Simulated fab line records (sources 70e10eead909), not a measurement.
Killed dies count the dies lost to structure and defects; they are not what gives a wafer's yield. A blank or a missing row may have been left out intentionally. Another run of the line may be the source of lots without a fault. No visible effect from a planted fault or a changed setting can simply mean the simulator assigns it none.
fab line records	flow nandHarc
record: lots: 5	wafers: 15	lastDay: 25
route steps=1159 shown A_CONTACT@892
lots that met no fault: taken from a fault-free run of the same line
startH: hours from the record's opening day to when the first of the lot's shown wafers began	waitH: hours from the lot's prior step to this one	" same as the row above	L1.1+2: several wafers, shown together as one row	- no value, or no start was given	* or withheld: withheld	< > ~ a bound
route shown NAME@n: NAME is a module with steps in the file, n the number in the route of the first one	usual: mean/standard deviation of fault-free wafers	same: alike in all rows	chamber/n: place in a boat	sites: per-site readings	_std_site: standard deviation of those values	_edge_site: outer sites' mean less inner sites'	radiusMm: how far each site lies from the wafer's centre	mask NAME#n: copy n	behind: tool/chamber where the wafer was last shaped	hold: why the lot went on hold/how many hours it stayed there/how the hold came to an end	device: whichever transistor did not switch (one of n, p or np)	end of line: the tests these same wafers got at the end of their route	step lacking rows: just its recipe	killed: not the wafer's yield, but the dies lost to structure and defects at the first sort	map: a wafer's dies, x killed, . not, _ none there
set.NAME: the setting that was run; set.NAME@STEP: the one run at that earlier step	model.NAME: the simulator's own value behind a step, which no gauge read
lots seen at some steps along the route; tables by step, rows by wafer
services: the hour from which a tool's chamber was out of use, counted from the record's first day as startH (under 0 if before that day), plus the number of hours and why
== steps ==
step: NHARC_A_CONTACT_EBR_65
lot.wafer	tool	chamber	startH	waitH
L074.1+5+6	lithoTrack-01	0	-	-
L081.1+3+4	lithoTrack-06	0	-	-
L084.2+3+4	lithoTrack-01	0	-	-
L092.3+4+6	lithoTrack-01	0	-	-
L093.1+3+6	lithoTrack-06	0	-	-
step: NHARC_A_CONTACT_EXPOSE_66
recipe: na: 1.35	sigmaOuter: 0.8	doseMj: 59.02	maskId: A_CC_2
lot.wafer	tool	chamber	startH	waitH	mask
L074.1+5+6	arfiScanner-01	0	367.01	-	A_CC_2#0
L081.1+3+4	arfiScanner-03	0	428.37	-	A_CC_2#0
L084.2+3+4	arfiScanner-02	0	433.75	-	A_CC_2#0
L092.3+4+6	arfiScanner-01	0	498.35	-	A_CC_2#0
L093.1+3+6	arfiScanner-02	0	516.48	-	A_CC_2#0
step: NHARC_A_CONTACT_PEB_67
recipe: pebTempC: 100	pebTimeS: 65
lot.wafer	tool	chamber	startH	waitH
L074.1+5+6	lithoTrack-06	0	367.07	0.1
L081.1+3+4	lithoTrack-04	0	428.43	0.1
L084.2+3+4	lithoTrack-04	0	433.81	0.1
L092.3+4+6	lithoTrack-06	0	498.40	0.0
L093.1+3+6	lithoTrack-01	0	516.54	0.1
step: NHARC_A_CONTACT_DEVELOP_68
recipe: developTimeS: 35	devTempC: 23
lot.wafer	tool	chamber	startH	waitH
L074.1+5+6	lithoTrack-06	0	-	-
L081.1+3+4	lithoTrack-04	0	-	-
L084.2+3+4	lithoTrack-04	0	-	-
L092.3+4+6	lithoTrack-06	0	-	-
L093.1+3+6	lithoTrack-01	0	-	-
step: NHARC_A_CONTACT_CD_MEAS_69
recipe: targetCdNm: 200	landingEnergyEv: 500
usual: cdNm: 199.6/0.61
same: landingEnergyEv: 500
lot.wafer	tool	chamber	startH	waitH	cdNm
L074.1	cdSem-02	0	367.15	-	199.3
L074.5	"	0	"	"	199.2
L074.6	"	0	"	"	199.9
L081.1	cdSem-02	0	428.51	-	199.9
L081.3	"	0	"	"	199.1
L081.4	"	0	"	"	199.8
L084.2	cdSem-03	0	433.89	-	199.8
L084.3	"	0	"	"	199.9
L084.4	"	0	"	"	199.4
L092.3	cdSem-01	0	498.49	-	198.9
L092.4	"	0	"	"	200.0
L092.6	"	0	"	"	199.7
L093.1	cdSem-01	0	516.62	-	198.7
L093.3	"	0	"	"	198.1
L093.6	"	0	"	"	199.6
step: NHARC_A_CONTACT_OVL_MEAS_70
usual: overlayXNm: -0.1/0.71	overlayYNm: 0.1/0.73
lot.wafer	tool	chamber	startH	waitH	overlayXNm	overlayYNm
L074.1	overlay-01	-	367.24	-	0.5	-0.6
L074.5	"	-	"	"	0.4	-0.3
L074.6	"	-	"	"	0.7	-0.8
L081.1	overlay-01	-	428.60	-	-0.3	0.0
L081.3	"	-	"	"	-0.4	-0.1
L081.4	"	-	"	"	0.2	-0.8
L084.2	overlay-01	-	433.98	-	-1.1	0.2
L084.3	"	-	"	"	-0.8	-0.2
L084.4	"	-	"	"	-0.6	-0.3
L092.3	overlay-01	-	498.57	-	0.3	-0.8
L092.4	"	-	"	"	0.4	-1.2
L092.6	"	-	"	"	0.7	-1.1
L093.1	overlay-02	-	516.71	-	-1.1	0.3
L093.3	"	-	"	"	-0.7	0.2
L093.6	"	-	"	"	-1.2	-0.1
step: NHARC_A_CONTACT_INSPECT_71
usual: rawDefectCount: 33/17
lot.wafer	tool	chamber	startH	waitH	rawDefectCount
L074.1	defectInspect-01	-	367.27	0.0	43
L074.5	"	-	"	"	30
L074.6	"	-	"	"	45
L081.1	defectInspect-02	-	428.64	0.0	37
L081.3	"	-	"	"	31
L081.4	"	-	"	"	47
L084.2	defectInspect-01	-	434.01	0.0	59
L084.3	"	-	"	"	37
L084.4	"	-	"	"	51
L092.3	defectInspect-01	-	498.61	0.0	11
L092.4	"	-	"	"	8
L092.6	"	-	"	"	12
L093.1	defectInspect-02	-	516.75	0.0	33
L093.3	"	-	"	"	36
L093.6	"	-	"	"	40
step: NHARC_A_CONTACT_DESCUM_74
recipe: timeS: 3	o2FlowSccm: 200	arFlowSccm: 0	biasPowerW: 0	chemistry: O2
usual: chamberPressureMTorr: 60.00/0.048	drypumpMotorCurrentA: 5.6/0.41	oesProductAu: 1.004/0.015	rfVppV: 57.6/0.89	showerheadPlenumPTorr: 1.85/0.077	throttleValvePct: 11.312/0.0096
lot.wafer	tool	chamber	startH	waitH	chamberPressureMTorr	drypumpMotorCurrentA	oesProductAu	rfHoursCounterH	rfVppV	showerheadPlenumPTorr	throttleValvePct
L074.1	rieDiel-11	0	367.36	0.1	59.98	6.0	0.966	65	58.1	1.95	11.315
L074.5	"	1	"	"	59.98	5.1	1.005	-	56.6	1.79	11.304
L074.6	"	2	"	"	59.97	5.1	0.998	-	57.2	1.82	11.323
L081.1	rieDiel-07	2	428.70	0.1	59.90	6.8	0.992	9	56.6	1.87	11.298
L081.3	"	3	"	"	60.01	5.4	0.993	8	58.4	2.04	11.316
L081.4	"	1	"	"	60.03	6.4	1.018	7	57.8	1.96	11.303
L084.3	rieDiel-05	0	434.08	0.1	59.96	5.6	1.024	19	57.1	1.79	11.325
L084.4	"	1	"	"	60.03	5.4	1.005	16	58.7	1.85	11.305
L084.2	"	2	"	"	59.99	5.6	0.985	19	57.7	1.83	11.315
L092.4	rieDiel-05	3	498.68	0.1	60.00	5.5	1.032	28	57.2	1.83	11.308
L092.3	"	1	"	"	60.02	5.4	1.008	26	56.2	1.84	11.301
L092.6	"	2	"	"	59.98	5.6	1.001	-	56.8	1.83	11.328
L093.1	rieDiel-07	1	516.81	0.1	59.99	6.3	1.011	32	57.1	1.95	11.318
L093.3	"	0	"	"	60.03	5.3	1.012	31	57.4	2.07	11.309
L093.6	"	1	"	"	60.14	6.4	1.015	-	57.6	1.95	11.298
step: NHARC_A_CONTACT_ETCH_75
recipe: targetDepthA: 390	overEtchFrac: 0.3	timeS: 65	ionEnergyEv: 80	cf4FlowSccm: 150	arFlowSccm: 0	rfW: 300	biasW: 100	chemistry: CF4
usual: chamberPressureMTorr: 50.00/0.047	drypumpMotorCurrentA: 5.6/0.39	oesProductAu: 1.002/0.015	rfVppV: 150.6/1.1	showerheadPlenumPTorr: 1.72/0.069	throttleValvePct: 13.284/0.0098
lot.wafer	tool	chamber	startH	waitH	chamberPressureMTorr	drypumpMotorCurrentA	oesProductAu	rfHoursCounterH	rfVppV	showerheadPlenumPTorr	throttleValvePct
L074.1	rieDiel-11	1	367.43	0.1	50.02	5.1	1.002	69	149.6	1.67	13.288
L074.6	"	3	"	"	50.11	5.5	1.018	-	149.0	1.68	13.295
L074.5	"	0	"	"	50.07	6.0	0.981	-	152.1	1.80	13.286
L081.3	rieDiel-07	0	428.79	0.1	50.00	5.3	1.011	6	153.8	1.91	13.285
L081.4	"	2	"	"	50.04	6.7	0.983	9	150.1	1.73	13.306
L081.1	"	3	"	"	49.93	5.4	0.982	8	151.1	1.87	13.275
L084.2	rieDiel-05	0	434.16	0.1	50.06	5.5	0.996	19	151.2	1.66	13.275
L084.3	"	1	"	"	50.02	5.4	0.995	16	150.0	1.71	13.288
L084.4	"	3	"	"	49.93	5.5	1.029	18	151.8	1.70	13.271
L092.3	rieDiel-05	2	498.76	0.1	50.00	5.6	0.997	27	149.7	1.70	13.288
L092.4	"	3	"	"	49.91	5.5	1.030	28	150.0	1.69	13.276
L092.6	"	1	"	"	50.12	5.4	1.003	-	150.9	1.71	13.287
L093.3	rieDiel-07	1	516.95	0.1	50.02	6.3	1.014	32	149.7	1.80	13.288
L093.1	"	3	"	"	49.96	5.4	0.998	34	153.1	1.87	13.279
L093.6	"	0	"	"	50.03	5.3	1.009	-	152.5	1.90	13.287
step: NHARC_A_CONTACT_ETCH_76
recipe: targetDepthA: 2600	overEtchFrac: 0.3	timeS: 475.3	ionEnergyEv: 200	n2FlowSccm: 150	h2FlowSccm: 150	arFlowSccm: 0	rfW: 400	biasW: 150	chemistry: N2/H2
usual: chamberPressureMTorr: 30.000/0.028	drypumpMotorCurrentA: 5.6/0.41	oesProductAu: 1.001/0.014	rfVppV: 428.8/2.5	showerheadPlenumPTorr: 1.98/0.085	throttleValvePct: 14.170/0.0094
lot.wafer	tool	chamber	startH	waitH	chamberPressureMTorr	drypumpMotorCurrentA	oesProductAu	rfHoursCounterH	rfVppV	showerheadPlenumPTorr	throttleValvePct
L074.1	rieDiel-11	0	-	-	29.976	6.0	0.969	65	431.0	2.08	14.155
L074.5	"	2	"	"	30.074	5.1	0.989	-	427.8	1.94	14.160
L074.6	"	3	"	"	29.980	5.5	0.999	-	429.3	1.93	14.171
L081.4	rieDiel-07	1	-	-	29.970	6.4	1.027	7	433.2	2.09	14.174
L081.1	"	2	"	"	29.964	6.8	0.988	9	428.9	1.99	14.173
L081.3	"	0	"	"	30.023	5.3	1.020	6	435.4	2.22	14.162
L084.4	rieDiel-05	2	-	-	29.982	5.6	0.986	19	427.8	1.95	14.187
L084.2	"	3	"	"	29.989	5.5	1.029	18	428.5	1.95	14.170
L084.3	"	0	"	"	29.987	5.6	1.010	19	426.7	1.90	14.170
L092.4	rieDiel-05	2	-	-	30.003	5.6	0.994	27	427.5	1.95	14.175
L092.3	"	0	"	"	29.980	5.5	1.004	29	426.8	1.90	14.176
L092.6	"	2	"	"	30.005	5.6	0.991	-	427.8	1.95	14.165
L093.1	rieDiel-07	2	-	-	30.011	6.7	0.998	37	427.6	1.98	14.149
L093.3	"	1	"	"	29.996	6.4	1.019	32	429.9	2.08	14.163
L093.6	"	2	"	"	29.996	6.7	0.986	-	428.8	1.98	14.161
step: NHARC_A_CONTACT_ETCH_77
recipe: targetDepthA: 726	timeS: 36.3	cf4FlowSccm: 100	chf3FlowSccm: 30	arFlowSccm: 0	rfW: 500	biasW: 200	chemistry: CF4/CHF3
usual: chamberPressureMTorr: 25.002/0.022	drypumpMotorCurrentA: 5.6/0.4	oesProductAu: 0.942/0.025	rfVppV: 369.0/2.2	showerheadPlenumPTorr: 1.53/0.061	throttleValvePct: 16.803/0.0088
lot.wafer	tool	chamber	startH	waitH	chamberPressureMTorr	drypumpMotorCurrentA	oesProductAu	rfHoursCounterH	rfVppV	showerheadPlenumPTorr	throttleValvePct
L074.1	rieDiel-11	0	-	-	25.014	6.0	0.895	65	373.1	1.60	16.820
L074.5	"	3	"	"	25.027	5.5	0.939	-	368.3	1.49	16.797
L074.6	"	0	"	"	24.993	6.0	0.904	-	370.4	1.60	16.821
L081.1	rieDiel-07	2	-	-	24.971	6.7	0.911	9	369.5	1.54	16.810
L081.3	"	3	"	"	25.021	5.4	0.911	8	373.7	1.67	16.805
L081.4	"	0	"	"	24.997	5.3	0.942	7	376.2	1.70	16.805
L084.4	rieDiel-05	2	-	-	25.045	5.6	0.960	20	369.9	1.51	16.807
L084.3	"	3	"	"	25.012	5.5	0.982	18	368.3	1.51	16.810
L084.2	"	0	"	"	25.003	5.6	0.979	19	368.5	1.48	16.809
L092.3	rieDiel-05	2	-	-	25.001	5.6	0.913	27	367.9	1.51	16.779
L092.4	"	3	"	"	25.020	5.5	0.945	28	368.1	1.51	16.799
L092.6	"	2	"	"	25.005	5.6	0.918	-	367.0	1.51	16.806
L093.3	rieDiel-07	2	-	-	24.988	6.8	0.924	37	368.9	1.53	16.802
L093.1	"	3	"	"	25.026	5.4	0.925	35	373.1	1.66	16.800
L093.6	"	2	"	"	25.041	6.8	0.921	-	368.1	1.53	16.796
step: NHARC_A_CONTACT_ETCH_78
recipe: targetDepthA: 28000	overEtchFrac: 0.3	timeS: 728	ionEnergyEv: 150	o2FlowSccm: 400	cosFlowSccm: 20	arFlowSccm: 0	rfW: 500	biasW: 300	chemistry: O2/COS
usual: chamberPressureMTorr: 19.998/0.02	drypumpMotorCurrentA: 5.6/0.4	oesProductAu: 1.003/0.015	rfVppV: 312.9/1.9	showerheadPlenumPTorr: 3.04/0.12	throttleValvePct: 28.330/0.0092
lot.wafer	tool	chamber	startH	waitH	chamberPressureMTorr	drypumpMotorCurrentA	oesProductAu	rfHoursCounterH	rfVppV	showerheadPlenumPTorr	throttleValvePct
L074.1	rieDiel-11	3	-	-	19.984	5.4	1.009	68	312.1	2.96	28.328
L074.5	"	3	"	"	19.968	5.5	0.998	-	310.9	2.96	28.330
L074.6	"	0	"	"	19.992	6.0	0.972	-	314.7	3.17	28.317
L081.1	rieDiel-07	2	-	-	19.970	6.8	0.985	10	313.1	3.05	28.330
L081.4	"	3	"	"	20.016	5.4	0.997	8	317.1	3.31	28.340
L081.3	"	1	"	"	19.979	6.3	1.020	8	313.5	3.20	28.328
L084.4	rieDiel-05	2	-	-	20.001	5.6	0.986	20	309.9	2.99	28.328
L084.3	"	3	"	"	20.003	5.5	1.020	18	312.3	2.99	28.341
L084.2	"	0	"	"	20.000	5.6	1.006	19	310.6	2.93	28.322
L092.3	rieDiel-05	0	-	-	19.997	5.6	1.008	29	312.3	2.92	28.346
L092.4	"	2	"	"	19.996	5.6	0.992	28	312.2	2.99	28.331
L092.6	"	0	"	"	20.032	5.5	1.018	-	312.5	2.92	28.336
L093.1	rieDiel-07	0	-	-	20.031	5.3	0.998	31	315.9	3.36	28.339
L093.3	"	2	"	"	20.016	6.8	0.986	37	313.1	3.04	28.352
L093.6	"	0	"	"	20.012	5.3	1.005	-	317.6	3.36	28.333
step: NHARC_A_CONTACT_ETCH_124
recipe: sourceW: withheld	pressureMtorr: 20	biasV: withheld	timeS: 140	targetDepthA: 7000	arFlowSccm: withheld	c4f8FlowSccm: withheld	o2FlowSccm: withheld	chemistry: C4F8/O2/Ar
usual: chamberPressureMTorr: 20.001/0.019	oesAirLineAu: 0.998/0.023
lot.wafer	tool	chamber	startH	waitH	chamberPressureMTorr	oesAirLineAu	rfHoursCounterH
L074.1	harCapEtch-02	1	368.49	-	20.000	0.993	8
L074.6	"	0	"	"	20.015	1.005	-
L074.5	"	1	"	"	19.981	1.007	-
L081.1	harCapEtch-02	1	429.86	-	20.010	1.023	19
L081.3	"	0	"	"	20.034	0.975	-
L081.4	"	1	"	"	20.008	1.012	-
L084.2	harCapEtch-02	0	435.23	-	20.005	0.988	20
L084.3	"	1	"	"	20.018	1.003	-
L084.4	"	0	"	"	19.994	0.983	-
L092.4	harCapEtch-02	1	499.86	-	20.049	1.013	-
L092.3	"	0	"	"	20.020	0.986	-
L092.6	"	0	"	"	20.016	1.001	-
L093.1	harCapEtch-03	0	517.99	-	20.003	0.967	108
L093.3	"	1	"	"	20.029	1.032	-
L093.6	"	1	"	"	19.978	1.015	-
step: NHARC_A_CONTACT_ETCH_125
recipe: sourceW: withheld	pressureMtorr: 20	biasV: 1200	timeS: 155	targetDepthA: 9560	arFlowSccm: withheld	c4f8FlowSccm: withheld	o2FlowSccm: withheld	chemistry: C4F8/O2/Ar
usual: chamberPressureMTorr: 20.001/0.02	oesAirLineAu: 1.000/0.021
lot.wafer	tool	chamber	startH	waitH	chamberPressureMTorr	oesAirLineAu	rfHoursCounterH
L074.1	harCapEtch-02	1	368.68	0.2	20.020	1.010	8
L074.6	"	0	"	"	19.974	1.022	-
L074.5	"	1	"	"	19.979	0.992	-
L081.1	harCapEtch-02	1	430.05	0.2	20.007	1.027	19
L081.3	"	0	"	"	20.012	0.975	-
L081.4	"	1	"	"	19.981	1.013	-
L084.2	harCapEtch-02	0	435.43	0.2	19.972	1.007	20
L084.3	"	1	"	"	20.016	1.003	-
L084.4	"	0	"	"	19.972	0.979	-
L092.4	harCapEtch-02	1	500.04	0.1	19.995	0.981	-
L092.3	"	0	"	"	19.976	0.953	-
L092.6	"	0	"	"	19.978	0.981	-
L093.1	harCapEtch-03	0	518.19	0.2	19.979	0.996	108
L093.3	"	1	"	"	20.021	1.035	-
L093.6	"	1	"	"	20.012	1.007	-
step: NHARC_A_CONTACT_ETCH_126
recipe: sourceW: withheld	pressureMtorr: 20	biasV: 1200	timeS: 155	targetDepthA: 9560	arFlowSccm: withheld	c4f8FlowSccm: withheld	o2FlowSccm: withheld	chemistry: C4F8/O2/Ar
usual: chamberPressureMTorr: 20.000/0.019	oesAirLineAu: 1.000/0.022
lot.wafer	tool	chamber	startH	waitH	chamberPressureMTorr	oesAirLineAu	rfHoursCounterH
L074.1	harCapEtch-02	1	368.82	0.1	19.983	0.975	8
L074.6	"	0	"	"	20.014	1.043	-
L074.5	"	1	"	"	20.009	0.958	-
L081.1	harCapEtch-02	1	430.19	0.1	20.020	1.034	19
L081.3	"	0	"	"	20.027	1.030	-
L081.4	"	1	"	"	20.008	1.008	-
L084.2	harCapEtch-02	0	435.57	0.1	19.976	0.996	20
L084.3	"	1	"	"	19.989	1.008	-
L084.4	"	0	"	"	20.021	1.000	-
L092.4	harCapEtch-02	1	500.18	0.1	19.964	0.979	-
L092.3	"	0	"	"	19.992	1.005	-
L092.6	"	0	"	"	20.030	1.014	-
L093.1	harCapEtch-03	0	518.34	0.1	19.969	0.958	108
L093.3	"	1	"	"	19.980	0.998	-
L093.6	"	1	"	"	19.998	0.970	-
step: NHARC_A_CONTACT_ETCH_127
recipe: sourceW: withheld	pressureMtorr: 20	biasV: 1200	timeS: 155	targetDepthA: 9560	arFlowSccm: withheld	c4f8FlowSccm: withheld	o2FlowSccm: withheld	chemistry: C4F8/O2/Ar
usual: chamberPressureMTorr: 19.998/0.018	oesAirLineAu: 1.001/0.02
lot.wafer	tool	chamber	startH	waitH	chamberPressureMTorr	oesAirLineAu	rfHoursCounterH
L074.1	harCapEtch-02	1	368.96	0.1	19.991	0.996	8
L074.6	"	0	"	"	20.015	1.024	-
L074.5	"	1	"	"	20.002	1.004	-
L081.1	harCapEtch-02	1	430.34	0.1	19.992	1.008	19
L081.3	"	0	"	"	19.997	0.995	-
L081.4	"	1	"	"	20.011	1.032	-
L084.2	harCapEtch-02	0	435.71	0.1	19.981	0.964	21
L084.3	"	1	"	"	20.020	1.005	-
L084.4	"	0	"	"	20.028	0.966	-
L092.4	harCapEtch-02	1	500.32	0.1	19.987	0.996	-
L092.3	"	0	"	"	19.982	1.015	-
L092.6	"	0	"	"	19.967	1.035	-
L093.1	harCapEtch-03	0	518.47	0.1	19.998	1.013	109
L093.3	"	1	"	"	20.002	0.992	-
L093.6	"	1	"	"	20.005	0.988	-
step: NHARC_A_CONTACT_ETCH_128
recipe: sourceW: withheld	pressureMtorr: 20	biasV: 1200	timeS: 155	targetDepthA: 9560	arFlowSccm: withheld	c4f8FlowSccm: withheld	o2FlowSccm: withheld	chemistry: C4F8/O2/Ar
usual: chamberPressureMTorr: 20.000/0.018	oesAirLineAu: 1.003/0.018
lot.wafer	tool	chamber	startH	waitH	chamberPressureMTorr	oesAirLineAu	rfHoursCounterH
L074.1	harCapEtch-02	1	369.10	0.1	19.997	1.013	8
L074.6	"	0	"	"	19.987	0.986	-
L074.5	"	1	"	"	20.010	1.046	-
L081.1	harCapEtch-02	1	430.48	0.1	20.010	1.023	19
L081.3	"	0	"	"	19.995	1.026	-
L081.4	"	1	"	"	19.980	0.994	-
L084.2	harCapEtch-02	0	435.85	0.1	19.985	1.013	21
L084.3	"	1	"	"	20.012	0.978	-
L084.4	"	0	"	"	19.963	1.007	-
L092.4	harCapEtch-02	1	500.46	0.1	19.991	0.973	-
L092.3	"	0	"	"	20.030	0.989	-
L092.6	"	0	"	"	20.013	1.027	-
L093.1	harCapEtch-03	0	518.62	0.1	19.972	1.009	109
L093.3	"	1	"	"	20.003	1.006	-
L093.6	"	1	"	"	20.020	1.001	-
step: NHARC_A_CONTACT_ETCH_129
recipe: sourceW: withheld	pressureMtorr: 20	biasV: 1200	timeS: 155	targetDepthA: 9560	arFlowSccm: withheld	c4f8FlowSccm: withheld	o2FlowSccm: withheld	chemistry: C4F8/O2/Ar
usual: chamberPressureMTorr: 20.002/0.016	oesAirLineAu: 1.001/0.02
lot.wafer	tool	chamber	startH	waitH	chamberPressureMTorr	oesAirLineAu	rfHoursCounterH
L074.1	harCapEtch-02	1	369.24	0.1	20.016	0.997	8
L074.6	"	0	"	"	19.995	1.033	-
L074.5	"	1	"	"	19.995	0.996	-
L081.1	harCapEtch-02	1	430.62	0.1	20.005	0.996	20
L081.3	"	0	"	"	19.995	1.005	-
L081.4	"	1	"	"	19.999	1.002	-
L084.2	harCapEtch-02	0	435.99	0.1	19.998	0.979	21
L084.3	"	1	"	"	20.005	0.991	-
L084.4	"	0	"	"	20.007	0.974	-
L092.4	harCapEtch-02	1	500.60	0.1	20.002	1.016	-
L092.3	"	0	"	"	20.015	0.960	-
L092.6	"	0	"	"	20.015	0.995	-
L093.1	harCapEtch-03	0	518.76	0.1	19.991	1.005	109
L093.3	"	1	"	"	20.007	1.043	-
L093.6	"	1	"	"	19.975	1.007	-
step: NHARC_A_CONTACT_ETCH_130
recipe: sourceW: withheld	pressureMtorr: 20	biasV: 1200	timeS: 155	targetDepthA: 9560	arFlowSccm: withheld	c4f8FlowSccm: withheld	o2FlowSccm: withheld	chemistry: C4F8/O2/Ar
usual: chamberPressureMTorr: 20.003/0.019	oesAirLineAu: 1.003/0.022
lot.wafer	tool	chamber	startH	waitH	chamberPressureMTorr	oesAirLineAu	rfHoursCounterH
L074.1	harCapEtch-02	1	369.38	0.1	20.039	0.990	8
L074.6	"	0	"	"	20.003	0.978	-
L074.5	"	1	"	"	20.004	0.976	-
L081.1	harCapEtch-02	1	430.76	0.1	20.003	0.977	20
L081.3	"	0	"	"	20.006	1.022	-
L081.4	"	1	"	"	19.985	1.010	-
L084.2	harCapEtch-02	0	436.14	0.1	20.014	1.023	21
L084.3	"	1	"	"	20.044	1.024	-
L084.4	"	0	"	"	19.963	0.997	-
L092.4	harCapEtch-02	1	500.75	0.1	20.013	1.003	-
L092.3	"	0	"	"	19.997	1.020	-
L092.6	"	0	"	"	19.979	1.015	-
L093.1	harCapEtch-03	0	518.90	0.1	20.013	1.005	109
L093.3	"	1	"	"	20.031	1.001	-
L093.6	"	1	"	"	19.984	1.043	-
step: NHARC_A_CONTACT_ETCH_131
recipe: sourceW: withheld	pressureMtorr: 20	biasV: 1200	timeS: 155	targetDepthA: 9560	arFlowSccm: withheld	c4f8FlowSccm: withheld	o2FlowSccm: withheld	chemistry: C4F8/O2/Ar
usual: chamberPressureMTorr: 20.000/0.017	oesAirLineAu: 1.001/0.019
lot.wafer	tool	chamber	startH	waitH	chamberPressureMTorr	oesAirLineAu	rfHoursCounterH
L074.1	harCapEtch-02	1	369.53	0.1	20.003	1.005	9
L074.6	"	0	"	"	19.966	0.970	-
L074.5	"	1	"	"	20.023	0.970	-
L081.1	harCapEtch-02	1	430.90	0.1	20.007	0.964	20
L081.3	"	0	"	"	19.997	1.010	-
L081.4	"	1	"	"	20.004	1.014	-
L084.2	harCapEtch-02	0	436.28	0.1	19.995	1.015	21
L084.3	"	1	"	"	19.994	0.982	-
L084.4	"	0	"	"	20.017	1.013	-
L092.4	harCapEtch-02	1	500.89	0.1	20.004	1.012	-
L092.3	"	0	"	"	20.007	1.020	-
L092.6	"	0	"	"	19.990	1.015	-
L093.1	harCapEtch-03	0	519.04	0.1	19.988	1.011	109
L093.3	"	1	"	"	20.024	1.013	-
L093.6	"	1	"	"	20.012	1.016	-
step: NHARC_A_CONTACT_ETCH_132
recipe: sourceW: withheld	pressureMtorr: 20	biasV: 1200	timeS: 156	targetDepthA: 9580	arFlowSccm: withheld	c4f8FlowSccm: withheld	o2FlowSccm: withheld	chemistry: C4F8/O2/Ar
usual: chamberPressureMTorr: 20.000/0.02	oesAirLineAu: 0.995/0.02
lot.wafer	tool	chamber	startH	waitH	chamberPressureMTorr	oesAirLineAu	rfHoursCounterH
L074.1	harCapEtch-02	1	369.67	0.1	19.972	1.012	9
L074.6	"	0	"	"	19.981	0.997	-
L074.5	"	1	"	"	20.000	0.998	-
L081.1	harCapEtch-02	1	431.04	0.1	20.013	0.988	20
L081.3	"	0	"	"	19.970	0.995	-
L081.4	"	1	"	"	19.993	0.964	-
L084.2	harCapEtch-02	0	436.42	0.1	19.963	0.951	21
L084.3	"	1	"	"	20.017	1.036	-
L084.4	"	0	"	"	19.983	0.992	-
L092.4	harCapEtch-02	1	501.03	0.1	20.042	1.012	-
L092.3	"	0	"	"	19.975	0.989	-
L092.6	"	0	"	"	19.984	1.002	-
L093.1	harCapEtch-03	0	519.18	0.1	20.017	0.963	109
L093.3	"	1	"	"	19.990	0.947	-
L093.6	"	1	"	"	19.993	0.966	-
step: NHARC_A_CONTACT_ETCH_133
recipe: sourceW: withheld	pressureMtorr: 20	biasV: 400	timeS: 195	targetDepthA: 8400	arFlowSccm: withheld	c4f8FlowSccm: 11.5	o2FlowSccm: 7.2	chemistry: C4F8/O2/Ar
usual: chamberPressureMTorr: 20.000/0.021	oesAirLineAu: 1.001/0.023
lot.wafer	tool	chamber	startH	waitH	chamberPressureMTorr	oesAirLineAu	rfHoursCounterH
L074.1	harCapEtch-02	1	369.83	0.1	19.994	1.001	9
L074.6	"	0	"	"	20.028	1.027	-
L074.5	"	1	"	"	20.012	1.032	-
L081.1	harCapEtch-02	1	431.21	0.1	20.013	0.956	20
L081.3	"	0	"	"	19.999	0.987	-
L081.4	"	1	"	"	19.991	0.995	-
L084.2	harCapEtch-02	0	436.58	0.1	19.987	1.007	21
L084.3	"	1	"	"	19.979	0.988	-
L084.4	"	0	"	"	19.976	0.969	-
L092.4	harCapEtch-02	1	501.22	0.2	20.016	1.016	-
L092.3	"	0	"	"	20.014	1.024	-
L092.6	"	0	"	"	19.996	0.998	-
L093.1	harCapEtch-03	0	519.33	0.1	19.993	1.006	109
L093.3	"	1	"	"	19.977	1.052	-
L093.6	"	1	"	"	20.000	0.997	-
step: NHARC_A_CONTACT_ETCH_91
recipe: targetDepthA: 400	overEtchFrac: 0.5	timeS: 85.7	ionEnergyEv: 120	ch3fFlowSccm: 50	o2FlowSccm: 30	arFlowSccm: 200	rfW: 500	biasW: 100	chemistry: CH3F/O2
usual: chamberPressureMTorr: 24.999/0.023	drypumpMotorCurrentA: 5.6/0.47	oesProductAu: 0.94/0.033	rfVppV: 243.4/1.6	showerheadPlenumPTorr: 2.39/0.098	throttleValvePct: 20.664/0.0094
lot.wafer	tool	chamber	startH	waitH	chamberPressureMTorr	drypumpMotorCurrentA	oesProductAu	rfHoursCounterH	rfVppV	showerheadPlenumPTorr	throttleValvePct
L074.1	rieDiel-05	2	370.37	0.5	24.976	5.6	0.91	6	242.5	2.36	20.681
L074.6	"	0	"	"	24.978	5.6	0.93	-	242.6	2.31	20.676
L074.5	"	1	"	"	24.952	5.4	0.93	-	243.7	2.38	20.667
L081.3	rieDiel-11	2	431.73	0.4	24.996	5.1	1.00	19	243.1	2.34	20.653
L081.1	"	3	"	"	25.000	5.5	1.02	20	243.0	2.32	20.669
L081.4	"	1	"	"	25.024	5.1	0.99	19	241.3	2.30	20.655
L084.4	rieDiel-05	3	437.10	0.4	24.948	5.5	0.94	19	242.8	2.35	20.665
L084.2	"	0	"	"	24.989	5.6	0.94	19	242.0	2.30	20.669
L084.3	"	1	"	"	25.032	5.4	0.93	17	244.2	2.37	20.654
L092.3	rieDiel-05	0	501.73	0.4	25.044	5.6	0.93	30	241.8	2.30	20.666
L092.4	"	2	"	"	24.995	5.6	0.91	-	242.9	2.35	20.660
L092.6	"	3	"	"	25.023	5.5	0.94	-	242.6	2.35	20.652
L093.3	rieDiel-11	3	519.92	0.4	24.984	5.6	0.94	47	242.4	2.31	20.657
L093.1	"	0	"	"	25.011	6.0	0.93	47	245.3	2.48	20.660
L093.6	"	2	"	"	24.988	5.1	0.93	-	241.8	2.33	20.667
== services ==
tool	chamber	startH	hours	kind
arfiScanner-02	-	346.11	1.6	repair
rieDiel-05	0	350.53	-	clean
rieDiel-05	1	350.53	-	clean
arfiScanner-01	-	368.00	4.0	pm
rieDiel-11	-	369.76	9.0	pm
arfiScanner-03	-	382.24	0.3	repair
rieDiel-05	1	402.40	9.1	repair
rieDiel-05	3	404.23	2.5	repair
rieDiel-07	-	405.52	9.0	pm
arfiScanner-02	-	428.00	4.0	pm
lithoTrack-01	-	443.00	7.0	pm
lithoTrack-06	-	467.00	7.0	pm
arfiScanner-03	-	469.67	1.4	repair
arfiScanner-02	-	469.99	1.2	repair
rieDiel-07	3	470.36	5.2	repair
arfiScanner-03	-	484.00	4.0	pm
arfiScanner-02	-	485.78	4.2	repair
arfiScanner-01	-	489.89	1.2	repair
rieDiel-05	2	490.41	3.5	repair
lithoTrack-04	-	491.00	7.0	pm
rieDiel-05	1	500.95	8.1	repair
arfiScanner-01	-	505.31	2.6	repair
arfiScanner-02	-	508.43	0.6	repair
rieDiel-05	-	518.63	9.0	pm
== key ==
fault none
